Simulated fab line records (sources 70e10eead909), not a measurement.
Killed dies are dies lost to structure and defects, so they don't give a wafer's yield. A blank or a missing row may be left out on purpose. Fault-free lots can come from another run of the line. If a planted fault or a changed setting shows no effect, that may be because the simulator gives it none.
fab line records	flow nand-harc
record lots=5	wafers=15	last-day=33
route steps=1302 shown A_BONDPAD@1211 END@1302
lots that met no fault: from a run of the same line without faults
start-h: hours from the record's first day to the start of the lot's first wafer shown	wait-h: time in hours since the lot's previous step	" identical to the entry in the row above	L1.1+2: a single row standing in for several wafers	- no value present, or no start provided	* or withheld: withheld	< > ~ a bound
route shown NAME@n: NAME is a module with steps in the file, n the number in the route of the first one	usual: mean and standard deviation over wafers with no fault	same: alike in all rows	chamber/n: place in a boat	sites: the reading at each site	_std_site: how widely they spread, as a standard deviation	_edge_site: outer sites' mean less inner sites'	radius-mm: how far each site lies from the wafer's centre	mask NAME#n: copy n	behind: tool/chamber where the wafer was last shaped	hold: cause of the lot's hold/its duration in hours/its outcome	device: names the non-switching transistor (n, p or np)	end of line: at the end of the route, the tests of the same wafers	a step given without rows: its recipe and nothing more	killed: not the wafer's yield, but the dies lost to structure and defects at the first sort	map: a wafer's dies, marking killed ones x, the rest . and places with no die _
set.NAME: the setting the step ran with; set.NAME@STEP: the setting that earlier step ran with	model.NAME: the simulator's own value behind a step, which no gauge read
lots at some steps of the route; a table a step, a row a wafer
services: when a tool's chamber went out of use (start-h, in hours from the record's first day, below 0 if earlier), for how many hours, and the reason
## steps
# step NHARC_A_BONDPAD_EBR_05
# step NHARC_A_BONDPAD_EXPOSE_06
# recipe na=0.55	dose-mj=36.99	mask-id=A_BPAD
# step NHARC_A_BONDPAD_PEB_07
# recipe peb-temp-c=128	peb-time-s=80
# step NHARC_A_BONDPAD_DEVELOP_08
# recipe time-s=50	dev-temp-c=22
# step NHARC_A_BONDPAD_CD_MEAS_09
# recipe target-cd-nm=500	landing-energy-ev=500
# usual cd-nm=500.0/1.3
lot.wafer	tool	chamber	start-h	wait-h	cd-nm
L892.3	cd-sem-03	0	558.72	-	497.4
L892.5	"	0	"	"	499.6
L892.6	"	0	"	"	500.3
L901.1	cd-sem-02	0	661.77	-	502.0
L901.5	"	0	"	"	499.6
L901.6	"	0	"	"	500.6
L907.1	cd-sem-01	0	715.98	-	500.7
L907.5	"	0	"	"	499.8
L907.6	"	0	"	"	499.9
L908.1	cd-sem-03	0	735.52	-	498.9
L908.3	"	0	"	"	499.5
L908.6	"	0	"	"	499.3
L911.3	cd-sem-02	0	763.87	-	499.6
L911.4	"	0	"	"	500.8
L911.6	"	0	"	"	501.2
# step NHARC_A_BONDPAD_OVL_MEAS_35
# usual overlay-x-nm=0/6.7	overlay-y-nm=-1/4.5
lot.wafer	tool	chamber	start-h	wait-h	overlay-x-nm	overlay-y-nm
L892.3	overlay-02	-	558.81	-	5	4
L892.5	"	-	"	"	5	4
L892.6	"	-	"	"	5	3
L901.1	overlay-02	-	661.86	-	-4	-7
L901.5	"	-	"	"	-3	-7
L901.6	"	-	"	"	-4	-7
L907.1	overlay-02	-	716.07	-	10	3
L907.5	"	-	"	"	10	3
L907.6	"	-	"	"	10	3
L908.1	overlay-01	-	735.61	-	13	0
L908.3	"	-	"	"	13	0
L908.6	"	-	"	"	13	0
L911.3	overlay-01	-	763.95	-	3	-11
L911.4	"	-	"	"	3	-11
L911.6	"	-	"	"	3	-11
# step NHARC_A_BONDPAD_HARDBAKE_10
# recipe temp-c=118	time-s=65
# step NHARC_A_BONDPAD_DESCUM_11
# recipe time-s=3	o2-flow-sccm=200	ar-flow-sccm=0	bias-power-w=0	chemistry=O2
# usual drypump-motor-current-A=5.8/0.4	oes-product-au=1.001/0.0075	rf-vpp-V=57.7/0.82	showerhead-plenum-p-Torr=1.90/0.063	throttle-valve-pct=11.313/0.0088
lot.wafer	tool	chamber	start-h	wait-h	drypump-motor-current-A	oes-product-au	rf-hours-counter-h	rf-vpp-V	showerhead-plenum-p-Torr	throttle-valve-pct
L892.3	rie-diel-06	0	558.95	-	5.7	1.005	24	58.0	1.86	11.304
L892.5	"	1	"	"	5.8	1.000	-	57.7	1.95	11.304
L892.6	"	0	"	"	5.7	1.002	-	58.3	1.86	11.308
L901.1	rie-diel-12	0	662.00	-	5.5	1.005	4	59.0	1.89	11.299
L901.6	"	2	"	"	5.1	0.991	-	57.4	1.85	11.302
L901.5	"	3	"	"	6.5	0.996	-	57.0	1.86	11.300
L907.1	rie-diel-06	0	716.20	-	5.7	0.999	16	58.8	1.85	11.315
L907.5	"	3	"	"	5.9	1.011	-	58.3	1.80	11.313
L907.6	"	2	"	"	5.0	1.004	-	57.8	1.90	11.309
L908.1	rie-diel-07	0	735.73	-	5.9	0.983	2	58.3	2.00	11.296
L908.3	"	2	"	"	5.8	0.990	2	58.4	1.95	11.320
L908.6	"	0	"	"	5.9	0.998	-	57.3	2.00	11.324
L911.4	rie-diel-07	2	764.08	-	5.8	0.993	3	57.5	1.95	11.317
L911.3	"	1	"	"	5.7	1.006	2	57.6	1.90	11.306
L911.6	"	3	"	"	6.5	0.998	-	56.7	1.81	11.314
# step NHARC_A_BONDPAD_ETCH_34
# recipe target-depth-a=600	overetch-a=180	time-s=65.91	ion-energy-ev=200	n2-flow-sccm=150	h2-flow-sccm=150	ar-flow-sccm=0	rf-w=400	bias-w=150	chemistry=N2/H2
# usual drypump-motor-current-A=5.8/0.4	oes-product-au=1.001/0.0066	rf-vpp-V=430.2/2.1	run-length-s=87.3/0.4	showerhead-plenum-p-Torr=2.03/0.072	throttle-valve-pct=14.170/0.0088
lot.wafer	tool	chamber	start-h	wait-h	drypump-motor-current-A	oes-product-au	rf-hours-counter-h	rf-vpp-V	run-length-s	showerhead-plenum-p-Torr	throttle-valve-pct
L892.3	rie-diel-06	3	559.03	0.1	5.9	1.015	19	428.6	87.8	1.94	14.158
L892.6	"	3	"	"	5.9	1.007	-	427.5	87.6	1.94	14.177
L892.5	"	1	"	"	5.8	1.009	-	432.1	86.9	2.08	14.168
L901.1	rie-diel-12	2	662.07	0.1	5.1	0.994	4	428.2	87.1	1.97	14.172
L901.5	"	1	"	"	5.8	0.992	-	429.5	87.4	2.03	14.167
L901.6	"	2	"	"	5.1	1.006	-	430.1	87.5	1.97	14.169
L907.1	rie-diel-06	3	716.30	0.1	5.9	1.001	18	427.6	88.0	1.92	14.171
L907.5	"	2	"	"	5.0	1.009	-	431.2	87.6	2.02	14.174
L907.6	"	3	"	"	5.9	0.988	-	427.0	88.2	1.92	14.169
L908.1	rie-diel-07	0	735.84	0.1	5.9	1.001	2	433.3	87.4	2.14	14.181
L908.3	"	1	"	"	5.7	0.993	2	429.4	86.6	2.03	14.165
L908.6	"	0	"	"	5.9	0.996	-	432.8	87.3	2.14	14.162
L911.4	rie-diel-07	3	764.16	0.1	6.5	1.004	2	426.3	87.4	1.92	14.172
L911.3	"	0	"	"	5.9	1.004	3	433.7	87.3	2.14	14.182
L911.6	"	3	"	"	6.5	1.009	-	427.8	87.3	1.92	14.174
# step NHARC_A_BONDPAD_ETCH_12
# recipe target-depth-a=2200	time-s=110	chf3-flow-sccm=50	o2-flow-sccm=10	ar-flow-sccm=200	rf-w=500	bias-w=200	chemistry=CHF3/O2
# usual chf3-flow-sccm=50.00/0.16	drypump-motor-current-A=5.8/0.4	oes-product-au=0.944/0.02	rf-vpp-V=370.1/1.8	run-length-s=131.4/0.36	showerhead-plenum-p-Torr=2.38/0.077	throttle-valve-pct=20.572/0.0088
lot.wafer	tool	chamber	start-h	wait-h	chf3-flow-sccm	drypump-motor-current-A	oes-product-au	rf-hours-counter-h	rf-vpp-V	run-length-s	showerhead-plenum-p-Torr	throttle-valve-pct
L892.3	rie-diel-06	0	-	-	50.16	5.7	0.976	24	368.6	131.2	2.34	20.568
L892.5	"	0	"	"	50.18	5.7	0.968	-	369.2	131.3	2.34	20.565
L892.6	"	1	"	"	49.76	5.8	0.926	-	371.6	131.1	2.44	20.577
L901.1	rie-diel-12	1	-	-	49.93	5.8	0.930	4	370.2	131.7	2.39	20.566
L901.5	"	2	"	"	49.94	5.1	0.919	-	369.3	131.1	2.32	20.583
L901.6	"	3	"	"	50.00	6.5	0.916	-	369.8	131.3	2.34	20.572
L907.1	rie-diel-06	0	-	-	49.84	5.7	0.958	16	368.1	131.2	2.32	20.578
L907.6	"	2	"	"	49.99	5.0	0.960	-	369.9	131.8	2.38	20.582
L907.5	"	3	"	"	49.99	5.9	0.952	-	368.2	131.6	2.27	20.574
L908.1	rie-diel-07	0	-	-	49.83	5.9	0.926	2	372.9	131.5	2.51	20.566
L908.3	"	2	"	"	49.96	5.7	0.915	2	371.1	131.9	2.44	20.598
L908.6	"	0	"	"	49.93	5.9	0.928	-	372.5	131.5	2.51	20.576
L911.3	rie-diel-07	0	-	-	49.90	5.9	0.972	3	373.9	131.3	2.51	20.563
L911.4	"	1	"	"	49.99	5.7	0.979	2	369.3	131.2	2.39	20.574
L911.6	"	3	"	"	49.94	6.5	0.971	-	367.3	131.0	2.27	20.569
# step NHARC_A_BONDPAD_CD_MEAS_13
# usual cd-nm=499.4/1.4
lot.wafer	tool	chamber	start-h	wait-h	cd-nm
L892.3	cd-sem-02	-	559.30	-	496.5
L892.5	"	-	"	"	499.2
L892.6	"	-	"	"	499.1
L901.1	cd-sem-02	-	662.30	-	502.8
L901.5	"	-	"	"	498.6
L901.6	"	-	"	"	500.0
L907.1	cd-sem-01	-	716.55	-	499.4
L907.5	"	-	"	"	500.1
L907.6	"	-	"	"	500.5
L908.1	cd-sem-03	-	736.09	-	499.4
L908.3	"	-	"	"	497.6
L908.6	"	-	"	"	499.7
L911.3	cd-sem-03	-	764.40	-	500.5
L911.4	"	-	"	"	499.6
L911.6	"	-	"	"	501.6
# step NHARC_A_BONDPAD_STRIP_15
# recipe o2-flow-sccm=500	ar-flow-sccm=0	bias-w=0	chemistry=O2
# usual drypump-motor-current-A=5.8/0.44	oes-product-au=0.999/0.0057	rf-vpp-V=57.6/0.87	showerhead-plenum-p-Torr=3.50/0.1	throttle-valve-pct=17.036/0.0083
lot.wafer	tool	chamber	start-h	wait-h	drypump-motor-current-A	oes-product-au	rf-hours-counter-h	rf-vpp-V	showerhead-plenum-p-Torr	throttle-valve-pct
L892.3	rie-diel-12	3	559.38	0.1	6.5	0.993	18	56.8	3.44	17.047
L892.5	"	2	"	"	5.1	0.998	-	57.6	3.43	17.027
L892.6	"	3	"	"	6.5	0.992	-	58.4	3.44	17.034
L901.1	rie-diel-12	2	662.39	0.1	5.1	1.003	4	58.0	3.42	17.036
L901.6	"	1	"	"	5.8	1.003	-	57.8	3.51	17.044
L901.5	"	2	"	"	5.1	1.008	-	56.2	3.42	17.022
L907.1	rie-diel-07	0	716.64	0.1	5.9	1.003	1	59.7	3.68	17.039
L907.5	"	3	"	"	6.5	1.003	-	57.9	3.34	17.037
L907.6	"	0	"	"	5.9	1.006	-	57.6	3.68	17.026
L908.3	rie-diel-07	2	736.17	0.1	5.7	0.992	2	57.5	3.59	17.032
L908.1	"	1	"	"	5.7	0.991	2	58.1	3.51	17.040
L908.6	"	1	"	"	5.7	0.992	-	57.1	3.51	17.039
L911.4	rie-diel-06	0	764.48	0.1	5.7	0.994	33	57.8	3.41	17.043
L911.3	"	2	"	"	5.0	0.999	31	57.6	3.49	17.054
L911.6	"	3	"	"	5.9	0.995	-	56.2	3.33	17.054
# step NHARC_A_BONDPAD_ETCH_24
# recipe target-depth-a=300	over-etch-frac=0.3	time-s=72.99	ion-energy-ev=150	cf4-flow-sccm=50	n2-flow-sccm=100	ar-flow-sccm=150	rf-w=300	bias-w=100	chemistry=CF4/N2
# usual drypump-motor-current-A=5.8/0.44	oes-product-au=0.998/0.0067	rf-vpp-V=313.8/1.5	run-length-s=94.4/0.38	showerhead-plenum-p-Torr=2.60/0.073	throttle-valve-pct=19.793/0.0087
lot.wafer	tool	chamber	start-h	wait-h	drypump-motor-current-A	oes-product-au	rf-hours-counter-h	rf-vpp-V	run-length-s	showerhead-plenum-p-Torr	throttle-valve-pct
L892.3	rie-diel-12	3	559.53	-	6.5	1.001	18	314.6	94.5	2.56	19.791
L892.6	"	1	"	"	5.8	0.993	-	314.0	94.4	2.62	19.782
L892.5	"	2	"	"	5.0	0.999	-	313.2	94.3	2.55	19.783
L901.1	rie-diel-12	1	662.52	-	5.8	0.994	4	313.8	94.7	2.61	19.786
L901.5	"	1	"	"	5.8	0.988	-	313.8	78.4	2.61	19.789
L901.6	"	2	"	"	5.1	0.998	-	313.6	78.4	2.54	19.778
L907.1	rie-diel-07	1	716.80	-	5.7	0.995	1	314.1	93.8	2.61	19.785
L907.5	"	2	"	"	5.8	0.996	-	313.7	94.7	2.67	19.807
L907.6	"	3	"	"	6.5	0.998	-	311.9	94.3	2.49	19.796
L908.1	rie-diel-07	2	736.36	0.1	5.7	0.987	2	315.2	94.6	2.67	19.789
L908.3	"	0	"	"	5.9	0.989	2	316.2	94.1	2.74	19.798
L908.6	"	0	"	"	5.9	1.002	-	317.3	94.4	2.74	19.781
L911.4	rie-diel-06	0	764.62	-	5.7	1.000	33	312.5	94.3	2.54	19.796
L911.3	"	2	"	"	5.1	1.004	31	313.1	95.0	2.60	19.788
L911.6	"	3	"	"	5.9	0.993	-	312.1	94.9	2.48	19.795
# step NHARC_A_BONDPAD_STRIP_16
# recipe time-s=600	temp-c=30	chemistry=post-etch-residue-remover
# step NHARC_END_SORT_01
# recipe temp-c=25
# usual defect-limited-yield=90.7/2.6	killed-at-array=59/17	killed-at-other=0.7/0.9	killed-at-periphery=3.6/2.3	killed-dies=63/18	killed-open=3.4/1.9	killed-short=2.6/1.7
# same gross-dies=677
lot.wafer	tool	chamber	start-h	wait-h	defect-limited-yield[%]	killed-at-array	killed-at-other	killed-at-periphery	killed-dies	killed-open	killed-short
L892.3	prober-02	0	594.48	3.1	93.2	43	0	3	46	5	0
L892.5	prober-02	0	596.08	3.7	91.7	50	0	6	56	2	4
L892.6	prober-02	0	596.88	4.0	91.7	49	0	7	56	4	0
L901.1	prober-02	0	691.77	2.5	89.8	63	1	5	69	5	0
L901.5	prober-02	0	694.95	3.7	90.4	58	1	6	65	1	2
L901.6	prober-02	0	695.74	4.0	89.4	69	0	3	72	5	0
L911.3	prober-01	0	800.66	3.1	88.0	79	1	1	81	2	2
L911.4	prober-01	0	801.45	3.4	89.8	69	0	0	69	5	1
L911.6	prober-01	0	803.05	4.0	89.1	73	1	0	74	2	3
# killed by level:class
L892.3 A_CHANNEL_HOLE_D2:chamber-film-flake=30 A_M1:chamber-film-flake=3 P_BONDPAD:chamber-film-flake=2 A_CHANNEL_HOLE_D1:chamber-film-flake=2 A_CONTACT:chamber-film-flake=2 P_CONTACT:geometric-particle:open=1 A_ONON_D2:geometric-particle:open=1 A_BLC:geometric-particle:open=1
L892.5 A_CHANNEL_HOLE_D2:chamber-film-flake=37 P_BONDPAD:chamber-film-flake=3 A_CHANNEL_HOLE_D1:chamber-film-flake=3 A_ONON_D1:geometric-particle:short=2 P_CONTACT:geometric-particle:open=1 P_M1:geometric-particle:short=1 A_SGD_CUT:geometric-particle:open=1 A_BLC:geometric-particle:short=1
L892.6 A_CHANNEL_HOLE_D2:chamber-film-flake=37 A_CHANNEL_HOLE_D1:chamber-film-flake=5 A_CONTACT:chamber-film-flake=4 P_M0:geometric-particle:open=2 P_BONDPAD:chamber-film-flake=2 P_CONTACT:geometric-particle:open=1 P_M1:geometric-particle:open=1 P_GATE:chamber-film-flake=1
L901.1 A_CHANNEL_HOLE_D1:chamber-film-flake=33 A_CHANNEL_HOLE_D2:chamber-film-flake=14 A_STAIRCASE:chamber-film-flake=5 A_CONTACT:chamber-film-flake=3 A_WL_FILL:geometric-particle:open=2 P_STI:chamber-film-flake=2 A_BLC:chamber-film-flake=2 P_M2:geometric-particle:open=1
L901.5 A_CHANNEL_HOLE_D1:chamber-film-flake=33 A_CHANNEL_HOLE_D2:chamber-film-flake=17 A_SLIT:chamber-film-flake=3 P_STI:chamber-film-flake=2 P_GATE:chamber-film-flake=2 A_BLC:chamber-film-flake=2 P_M0:geometric-particle:open=1 A_M1:geometric-particle:short=1
L901.6 A_CHANNEL_HOLE_D1:chamber-film-flake=33 A_CHANNEL_HOLE_D2:chamber-film-flake=19 A_WL_FILL:chamber-film-flake=4 A_CONTACT:chamber-film-flake=4 A_STAIRCASE:chamber-film-flake=2 A_BLC:chamber-film-flake=2 P_M1:geometric-particle:open=1 A_SOURCE_PLATE:geometric-particle:open=1
L911.3 A_CHANNEL_HOLE_D2:chamber-film-flake=36 A_CHANNEL_HOLE_D1:chamber-film-flake=21 A_SLIT:chamber-film-flake=10 A_CONTACT:chamber-film-flake=6 A_STAIRCASE:chamber-film-flake=3 P_CONTACT:geometric-particle:open=1 A_ONON_D1:geometric-particle:open=1 A_WL_FILL:geometric-particle:short=1
L911.4 A_CHANNEL_HOLE_D2:chamber-film-flake=30 A_CHANNEL_HOLE_D1:chamber-film-flake=22 A_SLIT:chamber-film-flake=6 A_STAIRCASE:chamber-film-flake=3 A_CONTACT:geometric-particle:open=2 A_M0:geometric-particle:open=2 A_ONON_D2:geometric-particle:open=1 A_CHANNEL_FILL_D2:geometric-particle:short=1
L911.6 A_CHANNEL_HOLE_D2:chamber-film-flake=37 A_CHANNEL_HOLE_D1:chamber-film-flake=19 A_SLIT:chamber-film-flake=7 A_STAIRCASE:chamber-film-flake=2 A_ONON_D1:geometric-particle:short=1 A_CHANNEL_HOLE_D1:geometric-particle:open=1 A_CHANNEL_FILL_D2:geometric-particle:short=1 A_WL_FILL:geometric-particle:short=1
## services
tool	chamber	start-h	hours	kind
rie-diel-07	0	553.79	-	clean
rie-diel-07	1	553.79	-	clean
rie-diel-07	2	553.79	-	clean
rie-diel-07	3	553.79	-	clean
rie-diel-06	2	553.95	8.9	repair
rie-diel-07	0	578.29	-	clean
rie-diel-07	1	578.29	-	clean
rie-diel-07	2	578.29	-	clean
rie-diel-07	3	578.29	-	clean
rie-diel-06	2	584.26	14.5	repair
rie-diel-07	0	602.79	-	clean
rie-diel-07	1	602.79	-	clean
rie-diel-07	2	602.79	-	clean
rie-diel-07	3	602.79	-	clean
rie-diel-12	-	622.40	9.0	pm
rie-diel-07	3	627.26	2.8	repair
rie-diel-07	0	627.29	-	clean
rie-diel-07	1	627.29	-	clean
rie-diel-07	0	646.57	4.4	repair
rie-diel-07	-	648.20	9.0	pm
rie-diel-06	-	661.20	9.0	pm
rie-diel-06	1	706.04	23.0	repair
rie-diel-12	1	713.59	23.4	repair
rie-diel-07	3	723.52	17.9	repair
## key
first-sign step=NHARC_A_BONDPAD_ETCH_24	reading=run-length-s	direction=down	sigmas=42	usual=*	struck=*
effect none on later readings
met-at NHARC_A_BONDPAD_ETCH_24
struck-wafers L901.5,L901.6
onset-between 559.53 662.52
fault kind=process-parameter-drift	tool=rie-diel-12	chamber=-	onset-h=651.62	steps=NHARC_A_BONDPAD_ETCH_24	channel=time-s	offset=*	shape=step	end-h=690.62	scope=struck-wafers-only	acts-in=*	stated=*
